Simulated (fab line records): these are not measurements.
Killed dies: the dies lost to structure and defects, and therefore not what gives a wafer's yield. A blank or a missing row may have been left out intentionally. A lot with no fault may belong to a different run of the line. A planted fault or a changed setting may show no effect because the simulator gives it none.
Split-lot trial ; flow n5-finfet ; 21 wafers read from 7 lots, route of 1938 steps

== THE SPLIT ITSELF ==
At N5_PASSIVATION_EXPOSE_07 (exposes mask TV, defocus 0 nm, target cd 3000 nm), the setting dose-mj was moved away from the recipe's 22.75 on 9 of the 21 wafers read, by -6.9% to +5.1%. The other wafers ran this setting at the recipe's value.

== FROM THE SPLIT TO THE READING: what the file shows between them, 3 steps ==
- N5_PASSIVATION_PEB_08
- N5_PASSIVATION_DEVELOP_09: develop time 60 s
- N5_PASSIVATION_HARDBAKE_11: time 120 s

== THE READING ==
cd-nm at N5_PASSIVATION_CD_MEAS_10, given in nm (cd target 3000 nm). Fault-free wafers of this fab line usually give 2998.6 nm, standard deviation 2.1 nm.

wafer;tool, chamber at the split;dose-mj as run;against the recipe;cd-nm, nm;against lot-mates on the recipe
L076.2;krf-scanner-01, 0;23.9;+5.1%;3010.5;no lot-mate on the recipe
L076.4;krf-scanner-01, 0;23.9;+5.1%;3008.5;no lot-mate on the recipe
L076.5;krf-scanner-01, 0;23.9;+5.1%;3011.0;no lot-mate on the recipe
L078.1;krf-scanner-02, 0;22.75;recipe;2996.6;-
L078.3;krf-scanner-02, 0;22.75;recipe;2994.2;-
L078.4;krf-scanner-02, 0;22.75;recipe;2995.1;-
L083.1;krf-scanner-02, 0;22.75;recipe;2997.6;-
L083.5;krf-scanner-02, 0;23.57;+3.6%;3003.1;+5.5
L083.6;krf-scanner-02, 0;23.57;+3.6%;3006.4;+8.8
L090.4;krf-scanner-02, 0;23.5;+3.3%;3006.9;+2.9
L090.5;krf-scanner-02, 0;22.75;recipe;3004.0;-
L090.6;krf-scanner-02, 0;23.5;+3.3%;3010.1;+6.1
L093.1;krf-scanner-01, 0;22.75;recipe;2999.8;-
L093.2;krf-scanner-01, 0;22.75;recipe;2998.1;-
L093.3;krf-scanner-01, 0;22.75;recipe;2995.1;-
L092.1;krf-scanner-01, 0;21.18;-6.9%;2981.1;-17.8
L092.3;krf-scanner-01, 0;22.75;recipe;2998.9;-
L092.6;krf-scanner-01, 0;21.18;-6.9%;2981.5;-17.4
L097.3;krf-scanner-02, 0;22.75;recipe;2996.3;-
L097.4;krf-scanner-02, 0;22.75;recipe;3000.5;-
L097.5;krf-scanner-02, 0;22.75;recipe;3000.3;-

THE FIT
A straight line over all 21 wafers: cd-nm changes by +2.41 nm for each +1% of dose-mj; r = +0.95; the points scatter about the line by 2.5 nm.
The same after taking each lot's own level away (the mean of its wafers on the recipe; 18 wafers): +2.27 nm for each +1%; r = +0.96; scatter 1.9 nm.
That fit puts the effect of the largest move of dose-mj on the reading at 16 nm.
The span of the lots' own levels, 2995.30 to 3004.00 nm, comes to 4.1 times the standard deviation stated above.
Consequently the slope shifts little with the lot-to-lot level, the two slopes agreeing.
Check: with one of the wafers moved furthest among these (-6.9%) left out of the fit, the line predicts -15.4 nm for it against its lot-mates. It came out at -17.8 nm against them.

== OTHER SPLITS APPLIED TO THESE WAFERS ==
Before the reading, these wafers also passed through other splits. Each is held against what the fit with the lots' levels taken away leaves over:
other split on the same wafers;wafers away from the commonest value;r with cd-nm (lot level and that fit taken away)
N5_BEOL_M11_VIA_ETCH_34 time-s;4;+0.05
N5_BEOL_M11_TRENCH_ETCH_37 bias-w;10;-0.42
N5_BEOL_M12_COAT_58 spin-rpm;7;-0.30
N5_BEOL_M12_DESCUM_15 time-s;9;-0.07
N5_BEOL_M13_COAT_22 spin-rpm;9;+0.09
N5_BEOL_M14_ETCH_68 time-s;7;+0.05

== THE WHOLE CHAIN: every reading that the file lists as answering this split, in the file's order ==
step;what it does;reading;change (the file's fit);r (the file's)
N5_PASSIVATION_CD_MEAS_10;target cd 3000 nm;cd-nm;+2.26 nm for each +1% of the setting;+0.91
N5_PASSIVATION_DESCUM_12;chemistry O2, time 7.9 s;TV_LITHO.cd-nm (the simulator's own value, which no gauge read);+2.24 nm for each +1% of the setting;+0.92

== THE FILE'S OWN FIT ==
cd-nm changes by +2.26 nm for each +1% of dose-mj, r = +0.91.
